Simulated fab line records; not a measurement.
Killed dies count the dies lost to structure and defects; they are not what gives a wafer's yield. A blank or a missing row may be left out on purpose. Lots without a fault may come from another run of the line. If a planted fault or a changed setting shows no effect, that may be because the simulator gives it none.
Matching of chambers || flow n5Finfet || rieDiel-04 running N5_FIN_SAQP_HM_OPEN_33: 4 sister chambers
The step chemistry CH3F/O2, target SiNx, target depth 49.4 nm, time 70.6 s. 4 wafers are shown with their chamber, then 8 later ones without.

== WAFERS PAIRED WITH THEIR CHAMBERS ==
{"wafer": "L086.3", "chamber": 3, "showerheadPlenumPTorr (Torr)": 1.99}
{"wafer": "L089.4", "chamber": 2, "showerheadPlenumPTorr (Torr)": 1.97}
{"wafer": "L091.5", "chamber": 0, "showerheadPlenumPTorr (Torr)": 1.99}
{"wafer": "L093.1", "chamber": 1, "showerheadPlenumPTorr (Torr)": 1.91}

== WAFERS MISSING THEIR CHAMBER ==
{"wafer": "L093.2", "showerheadPlenumPTorr (Torr)": 1.99}
{"wafer": "L093.4", "showerheadPlenumPTorr (Torr)": 1.99}
{"wafer": "L095.3", "showerheadPlenumPTorr (Torr)": 1.99}
{"wafer": "L095.4", "showerheadPlenumPTorr (Torr)": 1.91}
{"wafer": "L095.5", "showerheadPlenumPTorr (Torr)": 1.98}
{"wafer": "L097.2", "showerheadPlenumPTorr (Torr)": 1.91}
{"wafer": "L097.4", "showerheadPlenumPTorr (Torr)": 1.97}
{"wafer": "L097.6", "showerheadPlenumPTorr (Torr)": 1.99}

== THE CHAMBER EACH PASSED THROUGH ==
{"wafer": "L093.2", "from the rows above": "can't be placed: 0 or 3", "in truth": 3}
{"wafer": "L093.4", "from the rows above": "can't be placed: 0 or 3", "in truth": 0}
{"wafer": "L095.3", "from the rows above": "can't be placed: 0 or 3", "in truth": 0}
{"wafer": "L095.4", "from the rows above": 1, "in truth": 1}
{"wafer": "L095.5", "from the rows above": "can't be placed: 0 or 2 or 3", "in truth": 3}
{"wafer": "L097.2", "from the rows above": 1, "in truth": 1}
{"wafer": "L097.4", "from the rows above": 2, "in truth": 2}
{"wafer": "L097.6", "from the rows above": "can't be placed: 0 or 3", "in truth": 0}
Placed correctly: 3 of 8. These rows do not allow placing 5 (true chamber among the candidates in 5). Number placed wrongly: 0.
How it was worked out, from the rows above alone: a wafer's distance from a chamber is the root of the sum, over the readings, of the square of ((its reading less the chamber's mean) divided by the reading's scatter). If the next closest chamber is less than 2 further off than the closest, the wafer can't be placed; otherwise it belongs to the closest. Each chamber's mean is taken over the wafers shown for it. The scatter: root of mean squared gap, hidden wafer to nearest shown wafer, with one shown wafer a chamber.
